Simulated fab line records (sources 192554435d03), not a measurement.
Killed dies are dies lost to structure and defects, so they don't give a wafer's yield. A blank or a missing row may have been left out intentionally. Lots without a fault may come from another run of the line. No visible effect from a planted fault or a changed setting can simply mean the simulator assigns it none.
Problem report in the 8D (eight disciplines) form, filled by code || flow n5 finfet || the parts of the form that need people (team, actions taken, sign-off) are left out

== 1. THE ISSUE ==
Wafers without a fault read 68, standard deviation 22; raw defect count at N5_BEOL_M7_INSPECT_58 reads a mean of 1439 on 3 wafers belonging to 2 lots. That is +62 standard deviations from the usual mean.
The step: inspects for defects (darkfield).
Earliest sighting: wafer L834.1 on defect inspect-02 at day 12 11:25. The record has a number at this step for 30 wafers belonging to 10 lots. The rule behind "out" and "out of limits": a value lying over 4 standard deviations away from the usual mean. The other wafers with a number count as sound.

== 2. WHAT IT IS, AND WHAT IT ISN'T ==
{"question": "which readings at this step", "is": "raw defect count", "is not": "-"}
{"question": "which lots", "is": "L834, L835", "is not": "L822, L824, L825, L830, L833, L841, L844, L845"}
{"question": "which wafers of those lots", "is": "L834.1, L834.6, L835.3", "is not": "L834.5, L835.1, L835.2"}
{"question": "read on which gauges", "is": "defect inspect-01, defect inspect-02", "is not": "-"}
{"question": "when", "is": "from day 12 11:25", "is not": "up to then (16 sound wafers); but 11 sound wafers of L835, L841, L844, L845 came after"}

== 3. SUSPECTS, AND WHAT RULES EACH OUT ==
Counting: any tool at a process step up to the reading remains a suspect provided it ran every lot that is out. Sound lots after the first of them don't rule it out here, since some wafers of a struck lot are sound.
- the gauge at N5_BEOL_M7_INSPECT_58 has been ruled out. 2 gauges (defect inspect-01, defect inspect-02) read the wafers that are out.
- uv cure-02 at N5_BEOL_M7_CURE_75 (cures SiCOH lowk, time 120 s): kept. Every lot that is out went through it, the first being L834 (day 12 07:20); the last sound lot it ran before that was L824 (day 9 19:53).
- cmp-03 at N5_BEOL_M7_CMP_52 (polishes, stops on SiCOH lowk, t overpolish 6.9 s, target thk 80 nm): kept. Every lot that is out went through it, the first being L834 (day 12 10:58); the last sound lot it ran before that was L830 (day 11 05:08).
- Within cmp-03 at N5_BEOL_M7_CMP_52: the wafers that are out ran in chamber 1; their sound lot-mates ran in chambers 0, 2, 3.
What counting leaves: uv cure-02 at N5_BEOL_M7_CURE_75 and cmp-03 at N5_BEOL_M7_CMP_52.

== 4. THE CAUSE (what the simulator had put in) ==
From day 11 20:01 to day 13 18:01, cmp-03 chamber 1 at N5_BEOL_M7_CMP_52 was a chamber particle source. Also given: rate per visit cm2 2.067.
This tool is one of the 2 suspects left after counting.

== 5. THE EFFECT CHAIN, in route order ==
Each row: a reading where the mean over the struck wafers with a number is more than 3 standard deviations away from the usual. Readings are gone through only where the record gives a usual standard deviation; hours: the median, over the lots, of the time from a lot's start at the first step in this table giving one to that lot's start at this step; sigmas: the change measured in usual standard deviations.
{"hours": 0, "step": "N5_BEOL_M7_INSPECT_58", "reading": "raw defect count", "usual": 68, "on struck wafers": 1439, "change": "+1371", "sigmas": "+62"}
{"hours": 2, "step": "N5_BEOL_M8_INSPECT_13", "reading": "raw defect count", "usual": 407, "on struck wafers": 1833, "change": "+1426", "sigmas": "+14"}
{"hours": 71, "step": "N5_PASSIVATION_PROBE_49", "reading": "defect limited yield", "usual": "91.3 %", "on struck wafers": 30.0, "change": -61.3, "sigmas": -44}
{"hours": 71, "step": "N5_PASSIVATION_PROBE_49", "reading": "killed_at_M4_up", "usual": 13, "on struck wafers": 765, "change": "+752", "sigmas": "+99 or more"}
{"hours": 71, "step": "N5_PASSIVATION_PROBE_49", "reading": "killed dies", "usual": 103, "on struck wafers": 826, "change": "+723", "sigmas": "+45"}
{"hours": 71, "step": "N5_PASSIVATION_PROBE_49", "reading": "killed on rim", "usual": 13, "on struck wafers": 112, "change": "+99", "sigmas": "+27"}
{"hours": 71, "step": "N5_PASSIVATION_PROBE_49", "reading": "sort_bin_5_function", "usual": "5.1 %", "on struck wafers": 47.9, "change": "+42.8", "sigmas": "+45"}
{"hours": 71, "step": "N5_PASSIVATION_PROBE_49", "reading": "sort_bin_6_memory", "usual": "3.2 %", "on struck wafers": 16.4, "change": "+13.2", "sigmas": "+21"}
{"hours": 71, "step": "N5_PASSIVATION_PROBE_49", "reading": "sort n pass", "usual": 1077, "on struck wafers": 354, "change": -723, "sigmas": -45}
{"hours": 71, "step": "N5_PASSIVATION_PROBE_49", "reading": "sort yield pct", "usual": "91.3 %", "on struck wafers": 30.0, "change": -61.3, "sigmas": -44}
The process steps in it:
- N5_PASSIVATION_PROBE_49

== 6. HOW IT WOULD HAVE BEEN CAUGHT EARLIER ==
15 hours passed between the start of the fault at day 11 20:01 and the first reading out of limits at a measuring or inspecting step in this record, taken at day 12 11:25.
Tool readings at N5_BEOL_M7_CMP_52 with a usual standard deviation given in the record: none out on any struck wafer, hence no alarm at a limit of 4 standard deviations on them.
Among the 2 lots that are out, L835 began N5_BEOL_M7_CMP_52 on cmp-03 after day 12 11:25. A tool hold placed at that time would have kept it from harm.
